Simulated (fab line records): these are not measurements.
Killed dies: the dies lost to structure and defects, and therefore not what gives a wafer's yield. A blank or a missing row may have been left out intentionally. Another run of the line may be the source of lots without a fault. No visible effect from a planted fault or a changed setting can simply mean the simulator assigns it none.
Matching of chambers | flow nand_harc | NHARC_A_STAIRCASE_DEP_322 on pecvd-03: 3 sister chambers
The step deposits SiO2, target thk 3800 nm. 6 wafers are shown with their chamber, then 9 later ones without.

== WAFERS PAIRED WITH THEIR CHAMBERS ==
wafer  | chamber | heater_power_w (W) | mfc_precursor_sccm (sccm)
L075.3 | 1       | 647                | 199.5
L080.5 | 1       | 648                | 200.1
L088.6 | 2       | 744                | 199.9
L089.1 | 0       | 859                | 199.7
L089.2 | 2       | 850                | 198.9
L089.4 | 0       | 684                | 200.0

== WAFERS WITHOUT THEIR CHAMBER ==
wafer  | heater_power_w (W) | mfc_precursor_sccm (sccm)
L092.2 | 707                | 199.8
L092.3 | 803                | 201.0
L092.4 | 682                | 199.8
L094.1 | 749                | 201.1
L094.2 | 872                | 200.6
L094.6 | 634                | 200.0
L096.2 | 806                | 199.5
L096.5 | 691                | 199.8
L096.6 | 644                | 199.4

== EACH ONE'S CHAMBER ==
wafer  | from the rows above          | in truth
L092.2 | can't be placed: 1 or 0 or 2 | 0
L092.3 | can't be placed: 0 or 1 or 2 | 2
L092.4 | can't be placed: 1 or 0 or 2 | 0
L094.1 | can't be placed: 0 or 1 or 2 | 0
L094.2 | can't be placed: 0 or 2 or 1 | 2
L094.6 | can't be placed: 1 or 0 or 2 | 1
L096.2 | can't be placed: 2 or 0 or 1 | 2
L096.5 | can't be placed: 1 or 0 or 2 | 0
L096.6 | can't be placed: 1 or 0 or 2 | 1
Correct placement for 0 of the 9. Not placeable from these rows: 9 (in 9, the candidates include the true chamber). Wrongly placed: 0.
How it was worked out, from the rows above alone: a wafer's distance from a chamber is the root of the sum, over the readings, of the square of ((its reading less the chamber's mean) divided by the reading's scatter). The wafer belongs to the nearest chamber; if the next one is less than 2 further off, it can't be placed. For every chamber, the mean is computed from those of its wafers that are shown. How the scatter is found: for the shown wafers, subtract from each reading the mean of its chamber, square and add these, divide the total by (wafers less chambers), then take the root.
